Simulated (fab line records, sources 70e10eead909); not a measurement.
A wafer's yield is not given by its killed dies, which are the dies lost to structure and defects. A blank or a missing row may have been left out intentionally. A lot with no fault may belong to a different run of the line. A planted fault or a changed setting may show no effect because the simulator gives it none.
fab line records    flow nand_harc
record lots=6  wafers=18  last_day=32
route steps=1302 shown A_CHANNEL_HOLE_D2@600 A_CHANNEL_FILL_D2@610
lots that met no fault: taken from a fault-free run of the same line
start_h: hours from the record's first day to the start of the lot's first wafer shown    wait_h: how many hours have passed since the lot's step before this one    " unchanged from the row above    L1.1+2: a row that stands for several wafers    - no value, or no start was given    * or withheld: withheld    < > ~ a bound
route shown NAME@n: a module of which the file shows steps, and the number in the route of the first    usual: mean and standard deviation over wafers with no fault    same: alike in all rows    chamber/n: place in a boat    sites: the reading at each site    _std_site: their standard deviation    _edge_site: inner sites' mean taken away from outer sites' mean    radius_mm: for every site, how far away it sits from the centre of the wafer    mask NAME#n: copy n    behind: the tool/chamber that last shaped the wafer    hold: why the lot went on hold/how many hours it stayed there/how the hold came to an end    device: the transistor (n, p or np) that didn't switch    end of line: the route-end tests of the same wafers    a step with no rows: only its recipe    killed: dies that structure and defects cost at the first sort, which is not the same as the wafer's yield    map: shows each die of a wafer: x if killed, . if not, _ if none is there
set.NAME: the run value of the setting; set.NAME@STEP: its run value at that earlier step    model.NAME: the simulator's own value behind a step, which no gauge read
lots at selected steps of the route; one table per step, one row per wafer
services: the hour from which a tool's chamber was out of use, counted from the record's first day as start_h (under 0 if before that day), plus the number of hours and why
## steps
# step NHARC_A_CHANNEL_HOLE_D2_STRIP_41
# recipe n2_flow_sccm=150  h2_flow_sccm=150  ar_flow_sccm=0  bias_w=0  chemistry=N2/H2
# step NHARC_A_CHANNEL_HOLE_D2_STRIP_42
# recipe cf4_flow_sccm=100  chf3_flow_sccm=30  ar_flow_sccm=0  bias_w=0  chemistry=CF4/CHF3
# step NHARC_A_CHANNEL_HOLE_D2_STRIP_43
# recipe o2_flow_sccm=400  cos_flow_sccm=20  ar_flow_sccm=0  bias_w=0  chemistry=O2/COS
# step NHARC_A_CHANNEL_HOLE_D2_ETCH_44
# recipe target_depth_a=1400  overetch_a=140  time_s=77  ion_energy_ev=100  cf4_flow_sccm=80  o2_flow_sccm=20  ar_flow_sccm=0  rf_w=300  bias_w=100  chemistry=CF4/O2
# usual drypump_motor_current_A=5.6/0.58  oes_product_au=1.000/0.0067  rf_vpp_V=198.5/1.3  showerhead_plenum_p_Torr=1.37/0.048  throttle_valve_pct=13.397/0.0085
# same time_s=77
lot.wafer  tool         chamber  start_h  wait_h  drypump_motor_current_A  oes_product_au  rf_hours_counter_h  rf_vpp_V  showerhead_plenum_p_Torr  throttle_valve_pct
L223.4     rie_diel-09  0        333.14   0.0     5.5                      1.006           0.5                 199.7     1.37                      13.397
L223.3     "            1        "        "       5.2                      1.009           0.7                 200.6     1.43                      13.401
L223.5     "            1        "        "       5.2                      1.008           -                   201.5     1.43                      13.398
L226.1     rie_diel-07  1        351.09   0.1     6.4                      0.999           2.8                 199.1     1.42                      13.379
L226.2     "            2        "        "       4.6                      0.993           3.8                 197.5     1.40                      13.400
L226.5     "            1        "        "       6.4                      1.000           -                   198.8     1.42                      13.390
L232.4     rie_diel-07  2        411.26   0.1     4.6                      0.994           6.9                 199.1     1.39                      13.415
L232.1     "            3        "        "       6.3                      0.994           7.5                 198.7     1.36                      13.389
L232.5     "            0        "        "       5.8                      0.995           -                   198.6     1.36                      13.393
L233.2     rie_diel-09  0        411.48   0.1     5.5                      0.996           6.7                 197.6     1.36                      13.403
L233.3     "            1        "        "       5.2                      0.997           7.0                 200.3     1.43                      13.396
L233.4     "            3        "        "       5.8                      0.998           7.5                 197.5     1.39                      13.387
L238.2     rie_diel-08  0        470.51   0.1     6.0                      0.997           4.9                 197.8     1.25                      13.400
L238.1     "            1        "        "       5.2                      0.998           4.8                 200.2     1.42                      13.384
L238.4     "            3        "        "       5.4                      0.997           4.9                 198.4     1.35                      13.415
L240.1     rie_diel-08  2        488.35   0.1     5.5                      1.001           5.2                 195.2     1.25                      13.387
L240.3     "            3        "        "       5.4                      1.007           5.4                 197.9     1.35                      13.401
L240.5     "            3        "        "       5.4                      0.994           -                   197.1     1.35                      13.402
# step NHARC_A_CHANNEL_HOLE_D2_STRIP_28
# recipe o2_flow_sccm=500  ar_flow_sccm=0  bias_w=0  chemistry=O2
# usual drypump_motor_current_A=5.6/0.59  oes_product_au=1.000/0.0077  rf_vpp_V=58.1/0.84  showerhead_plenum_p_Torr=3.63/0.12  throttle_valve_pct=17.036/0.0093
lot.wafer  tool         chamber  start_h  wait_h  drypump_motor_current_A  oes_product_au  rf_hours_counter_h  rf_vpp_V  showerhead_plenum_p_Torr  throttle_valve_pct
L223.3     rie_diel-09  0        -        -       5.5                      0.999           0.6                 57.9      3.61                      17.037
L223.4     "            3        "        "       5.9                      0.994           -                   58.0      3.67                      17.032
L223.5     "            0        "        "       5.5                      0.997           -                   59.1      3.61                      17.035
L226.1     rie_diel-07  3        -        -       6.3                      0.999           4.0                 59.1      3.59                      17.028
L226.2     "            0        "        "       5.8                      1.006           3.8                 57.8      3.60                      17.046
L226.5     "            1        "        "       6.4                      1.005           -                   58.6      3.75                      17.035
L232.4     rie_diel-07  0        -        -       5.8                      0.995           7.5                 57.0      3.60                      17.030
L232.1     "            2        "        "       4.6                      0.993           6.9                 59.5      3.68                      17.039
L232.5     "            0        "        "       5.8                      0.999           -                   59.4      3.60                      17.042
L233.4     rie_diel-09  0        -        -       5.5                      1.000           6.8                 58.3      3.60                      17.023
L233.2     "            1        "        "       5.1                      1.013           7.1                 57.5      3.76                      17.026
L233.3     "            2        "        "       4.8                      0.990           4.0                 58.7      3.70                      17.045
L238.1     rie_diel-08  3        -        -       5.4                      1.008           5.0                 57.5      3.57                      17.023
L238.2     "            0        "        "       6.0                      0.998           5.0                 56.6      3.31                      17.038
L238.4     "            1        "        "       5.2                      1.010           4.8                 59.5      3.74                      17.043
L240.3     rie_diel-08  0        -        -       6.0                      1.008           5.3                 57.0      3.31                      17.034
L240.1     "            1        "        "       5.3                      1.005           5.2                 57.3      3.74                      17.049
L240.5     "            3        "        "       5.4                      1.016           -                   59.0      3.57                      17.043
# step NHARC_A_CHANNEL_HOLE_D2_PRECLEAN_29
# recipe time_s=*  temp_c=50  bath_age_min=0  chemistry=SC1
# step NHARC_A_CHANNEL_HOLE_D2_SRD_30
# step NHARC_A_CHANNEL_HOLE_D2_CD_MEAS_31
# usual cd_nm=90.1/1.2
lot.wafer  tool       chamber  start_h  wait_h  cd_nm
L223.3     cd_sem-02  -        334.05   -       88.4
L223.4     "          -        "        "       89.9
L223.5     "          -        "        "       88.0
L226.1     cd_sem-02  -        351.89   -       89.1
L226.2     "          -        "        "       89.9
L226.5     "          -        "        "       89.9
L232.1     cd_sem-03  -        412.04   -       89.1
L232.4     "          -        "        "       89.1
L232.5     "          -        "        "       88.5
L233.2     cd_sem-01  -        412.29   -       90.0
L233.3     "          -        "        "       90.8
L233.4     "          -        "        "       89.0
L238.1     cd_sem-02  -        471.31   -       88.3
L238.2     "          -        "        "       89.2
L238.4     "          -        "        "       88.7
L240.1     cd_sem-02  -        489.15   -       89.7
L240.3     "          -        "        "       90.1
L240.5     "          -        "        "       89.4
# step NHARC_A_CHANNEL_HOLE_D2_XSEM_32
# recipe landing_energy_ev=35000
# usual bot_cd_nm=74.7/1.4  bow_nm=8.64/0.25  tilt_deg=0.07/0.049
lot.wafer  tool     chamber  start_h  wait_h  bot_cd_nm  bow_nm  tilt_deg
L223.3     xsem-02  0        334.14   0.1     72.6       8.42    0.04
L223.4     "        0        "        "       74.6       8.39    0.04
L223.5     "        0        "        "       73.3       8.39    0.04
L226.1     xsem-01  0        351.97   0.1     73.6       8.83    0.14
L226.2     "        0        "        "       74.7       8.87    0.14
L226.5     "        0        "        "       74.1       8.88    0.14
L232.1     xsem-02  0        412.14   0.1     73.0       8.27    0.06
L232.4     "        0        "        "       73.6       8.24    0.06
L232.5     "        0        "        "       72.9       8.29    0.06
L233.2     xsem-01  0        412.37   0.1     75.4       8.90    0.05
L233.3     "        0        "        "       75.9       8.81    0.05
L233.4     "        0        "        "       73.7       8.80    0.05
L238.1     xsem-02  0        471.40   0.1     71.9       8.54    0.07
L238.2     "        0        "        "       73.9       8.55    0.07
L238.4     "        0        "        "       73.4       8.52    0.07
L240.1     xsem-02  0        489.24   0.1     74.7       8.41    -0.02
L240.3     "        0        "        "       74.5       8.44    -0.02
L240.5     "        0        "        "       73.8       8.41    -0.02
# step NHARC_A_CHANNEL_HOLE_D2_INSPECT_40
# usual raw_defect_count=270/84
lot.wafer  tool               chamber  start_h  wait_h  raw_defect_count
L223.3     defect_inspect-02  -        334.26   -       283
L223.4     "                  -        "        "       202
L223.5     "                  -        "        "       209
L226.1     defect_inspect-02  -        352.07   -       224
L226.2     "                  -        "        "       256
L226.5     "                  -        "        "       215
L232.1     defect_inspect-02  -        412.23   -       226
L232.4     "                  -        "        "       181
L232.5     "                  -        "        "       303
L233.2     defect_inspect-02  -        412.47   -       264
L233.3     "                  -        "        "       441
L233.4     "                  -        "        "       349
L238.1     defect_inspect-02  -        471.50   -       389
L238.2     "                  -        "        "       331
L238.4     "                  -        "        "       318
L240.1     defect_inspect-02  -        489.34   -       189
L240.3     "                  -        "        "       328
L240.5     "                  -        "        "       213
# step NHARC_A_CHANNEL_FILL_D2_PRECLEAN_00
# recipe time_s=*  temp_c=50  bath_age_min=0  chemistry=SC1
# step NHARC_A_CHANNEL_FILL_D2_SRD_01
# step NHARC_A_CHANNEL_FILL_D2_ALD_02
# recipe target_thk_a=60  pulse_time_s=10  ald_cycles=60  temp_c=300  material=SiO2
# usual ald_cycles=60/0  heater_power_outer_w=265/30  heater_power_w=480/61  precursor_pulse_height_rel=1.002/0.019
lot.wafer  tool       chamber  start_h  wait_h  ald_cycles  heater_power_outer_w  heater_power_w  precursor_pulse_height_rel
L223.4     ald_hk-02  2        334.52   -       60          276                   487             0.990
L223.3     "          3        "        "       60          308                   576             1.025
L223.5     "          1        "        "       60          232                   424             1.007
L226.1     ald_hk-04  0        352.27   -       60          247                   427             0.977
L226.2     "          3        "        "       60          264                   493             0.990
L226.5     "          1        "        "       60          208                   351             0.987
L232.1     ald_hk-02  0        412.42   -       -           -                     -               -
L232.4     "          1        "        "       -           -                     -               -
L232.5     "          0        "        "       -           -                     -               -
L233.4     ald_hk-03  0        412.73   -       -           -                     -               -
L233.3     "          1        "        "       -           -                     -               -
L233.2     "          2        "        "       -           -                     -               -
L238.2     ald_hk-03  0        471.69   -       60          268                   465             0.990
L238.1     "          1        "        "       60          224                   425             1.009
L238.4     "          2        "        "       60          301                   533             1.007
L240.3     ald_hk-04  1        490.72   -       60          211                   371             0.946
L240.1     "          2        "        "       60          263                   495             1.020
L240.5     "          1        "        "       60          219                   368             1.027
# step NHARC_A_CHANNEL_FILL_D2_ALD_03
# recipe target_thk_a=60  pulse_time_s=60  ald_cycles=58  temp_c=630  pressure_torr=2  material=SiNx
# usual chamber_pressure_Torr=1.999/0.0043  precursor_pulse_height_rel=0.998/0.02
# same ald_cycles=58
lot.wafer  tool              chamber  start_h  wait_h  chamber_pressure_Torr  precursor_pulse_height_rel
L223.3     ald_sin_batch-01  0        -        -       1.992                  1.010
L223.4     "                 0        "        "       1.998                  1.029
L223.5     "                 0        "        "       2.002                  1.002
L226.1     ald_sin_batch-01  0        -        -       1.999                  0.993
L226.2     "                 0        "        "       1.992                  0.951
L226.5     "                 0        "        "       1.997                  1.026
L232.1     ald_sin_batch-01  0        -        -       1.999                  0.984
L232.4     "                 0        "        "       1.996                  1.001
L232.5     "                 0        "        "       1.999                  1.003
L233.2     ald_sin_batch-01  0        -        -       2.005                  1.010
L233.3     "                 0        "        "       2.000                  0.985
L233.4     "                 0        "        "       2.005                  0.999
L238.1     ald_sin_batch-01  0        -        -       1.986                  1.041
L238.2     "                 0        "        "       1.996                  0.982
L238.4     "                 0        "        "       2.000                  1.016
L240.1     ald_sin_batch-03  0        -        -       2.003                  0.993
L240.3     "                 0        "        "       1.998                  1.019
L240.5     "                 0        "        "       2.007                  1.000
## services
tool              chamber  start_h  hours  kind
rie_diel-09       -        320.11   9.0    pm
rie_diel-09       0        320.11   9.0    vent_cycle
rie_diel-09       1        320.11   9.0    vent_cycle
rie_diel-09       2        320.11   9.0    vent_cycle
rie_diel-09       3        320.11   9.0    vent_cycle
rie_diel-08       0        322.37   -      clean
rie_diel-08       1        322.37   -      clean
rie_diel-08       2        322.37   -      clean
rie_diel-08       3        322.37   -      clean
rie_diel-07       0        327.78   -      clean
ald_sin_batch-03  -        331.12   2.2    repair
rie_diel-09       2        333.18   19.9   repair
ald_hk-02         -        340.51   2.1    repair
ald_hk-02         -        354.74   10.0   pm
rie_diel-08       3        359.45   1.3    repair
rie_diel-08       -        367.83   9.0    pm
xsem-01           -        374.00   14.0   pm
ald_hk-03         -        395.40   10.0   pm
rie_diel-09       -        407.66   1.2    repair
rie_diel-09       -        422.98   0.3    repair
ald_sin_batch-03  -        463.72   26.0   pm
rie_diel-07       -        471.21   9.0    pm
rie_diel-09       -        477.43   0.3    repair
rie_diel-08       3        484.40   1.7    repair
## key
first_sign step=NHARC_A_CHANNEL_FILL_D2_ALD_02  reading=tool_record  direction=missing
effect none on later readings
met_at NHARC_A_CHANNEL_FILL_D2_ALD_02
struck_wafers L232.1,L232.4,L232.5,L233.2,L233.3,L233.4
later_rows_left_out L232.1,L232.4,L232.5,L233.2,L233.3,L233.4
sort_left_out L232.1,L232.4,L232.5,L233.2,L233.3,L233.4
tester_left_out L232,L233
onset_between 334.52 412.42
fault kind=skipped_step_whole  tool=ald_hk-02,ald_hk-03  chamber=-  onset_h=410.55  steps=NHARC_A_CHANNEL_FILL_D2_ALD_02  scope=struck_lots_only
# tester_left_out: of these lots the tester's yield and bins aren't shown, on N5 and GAA mostly nor the transistor test; their killed dies are dies lost to structure and defects alone, not to doping, threshold or leakage, so they don't give the yield
# sort_left_out: the simulated sort isn't trusted on such a fault, so these wafers' sort isn't shown, and their yield isn't known
# later_rows_left_out: the simulator's readings of these wafers behind a module that went badly wrong aren't trusted and aren't shown, but for the sort
